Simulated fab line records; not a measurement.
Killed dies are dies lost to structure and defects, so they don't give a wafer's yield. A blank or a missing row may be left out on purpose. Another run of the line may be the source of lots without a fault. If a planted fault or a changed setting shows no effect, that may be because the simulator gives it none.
Problem report in the 8D (eight disciplines) form, filled by code || flow n5_finfet || the parts of the form that need people (team, actions taken, sign-off) are left out
Where a reading is given only as a bound, like >300, the bound stands for it, and a mean or a difference that rests on one is marked > or <: the true number lies beyond.

## 1. PROBLEM STATEMENT
raw_defect_count at N5_HKMG_FIN_INSPECT_14 reads a mean of >300 on 2 wafers of 1 lot; wafers without a fault read 2.1 with a standard deviation of 1.4. That is +99 or more standard deviations from the usual mean.
The step: inspects for defects (macro).
The first sign was on wafer L208.3 at day 6 18:31, on defect_inspect-02. The record has a number at this step for 25 wafers belonging to 10 lots. The rule behind "out" and "out of limits": a value lying over 4 standard deviations away from the usual mean. The rest of the wafers with a number are treated as sound.

## 2. WHAT THIS IS AND IS NOT
{"question": "which readings at this step", "is": "raw_defect_count", "is not": "-"}
{"question": "which lots", "is": "L208", "is not": "L198, L199, L200, L211, L212, L213, L216, L220, L221"}
{"question": "which wafers of those lots", "is": "L208.3, L208.5", "is not": "L208.1"}
{"question": "read on which gauges", "is": "defect_inspect-02", "is not": "defect_inspect-01"}
{"question": "when", "is": "from day 6 18:31", "is not": "up to then (9 sound wafers); but 14 sound wafers of L211, L212, L213, L216, L220, L221 came after"}

## 3. WHAT RULES OUT EACH SUSPECT
Counting: if a tool at a process step up to the reading ran every lot that is out, it stays a suspect. Sound lots after the first of them don't rule it out here, since some wafers of a struck lot are sound.
- ruled out: the gauge at N5_HKMG_FIN_INSPECT_14. All the wafers that are out were read on defect_inspect-02, but those of them that N5_PASSIVATION_PROBE_49 has rows for are out there too, on other tools.
- rie_diel-02 at N5_HKMG_FIN_STRIP_57 (strips in CF4): kept. The lot that is out, L208, ran on it at day 6 15:24; the last sound lot it ran before that was L198, at day 4 02:15.
- rie_diel-02 at N5_HKMG_FIN_STRIP_93 (strips SOC in N2/H2, time 20 s): kept. The lot that is out, L208, ran on it at day 6 15:51; the last sound lot it ran before that was L198, at day 4 02:42.
- ald_metal-03 at N5_HKMG_FIN_ALD_36 (deposits TiN, target thk 1 nm, pulse time 1 s, purge time 3 s): kept. The lot that is out, L208, ran on it at day 6 17:19; the last sound lot it ran before that was L198, at day 4 04:11.
- The sound lot-mates ran in chamber 2 of rie_diel-02 at N5_HKMG_FIN_STRIP_57, but the wafers that are out ran in chamber 3.
- The sound lot-mates ran in chamber 2 of rie_diel-02 at N5_HKMG_FIN_STRIP_93, but the wafers that are out ran in chamber 3.
rie_diel-02 at N5_HKMG_FIN_STRIP_57, rie_diel-02 at N5_HKMG_FIN_STRIP_93 and ald_metal-03 at N5_HKMG_FIN_ALD_36 are what is left after counting.

## 4. THE CAUSE (what the simulator had put in)
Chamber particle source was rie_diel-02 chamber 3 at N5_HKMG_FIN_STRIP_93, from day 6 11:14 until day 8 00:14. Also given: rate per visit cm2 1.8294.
After counting, 3 suspects remain, this tool included.

## 5. SEQUENCE OF EFFECTS, ordered by route
One row per reading whose mean, taken over the struck wafers that have a number, lies over 3 standard deviations from the usual. Only readings whose record carries a usual standard deviation are examined. hours: median over the lots of the time between each lot's start at the first step of this table that gives one and its start at this step. sigmas: the change, counted in usual standard deviations.
{"hours": 0, "step": "N5_HKMG_FIN_INSPECT_14", "reading": "raw_defect_count", "usual": 2.1, "on struck wafers": ">300", "change": ">+298", "sigmas": "+99 or more"}
{"hours": 195, "step": "N5_PASSIVATION_PROBE_49", "reading": "killed_at_front_end", "usual": 40, "on struck wafers": 100, "change": "+60", "sigmas": "+5.4"}
{"hours": 195, "step": "N5_PASSIVATION_PROBE_49", "reading": "killed_on_rim", "usual": 13, "on struck wafers": 29, "change": "+16", "sigmas": "+4.2"}
Process steps it contains:
- N5_PASSIVATION_PROBE_49
At these later measuring or inspecting steps, every struck wafer for which the step has a row has a number for every such reading, and none has moved that far: N5_BEOL_M4_RC_MEAS_101.

## 6. HOW IT WOULD HAVE BEEN CAUGHT EARLIER
Counted from the fault's start at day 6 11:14, it took 7 hours until the first out-of-limits reading at a measuring or inspecting step in this record, taken at day 6 18:31.
An alarm limit of 4 standard deviations would not have fired on the tool readings at N5_HKMG_FIN_STRIP_93 for which the record gives a usual standard deviation, since none of them was out on any struck wafer.
By day 6 18:31 the whole set of lots that are out, 1 in number, had already begun N5_HKMG_FIN_STRIP_93 on rie_diel-02. None of them would have been spared by holding the tool at that moment.
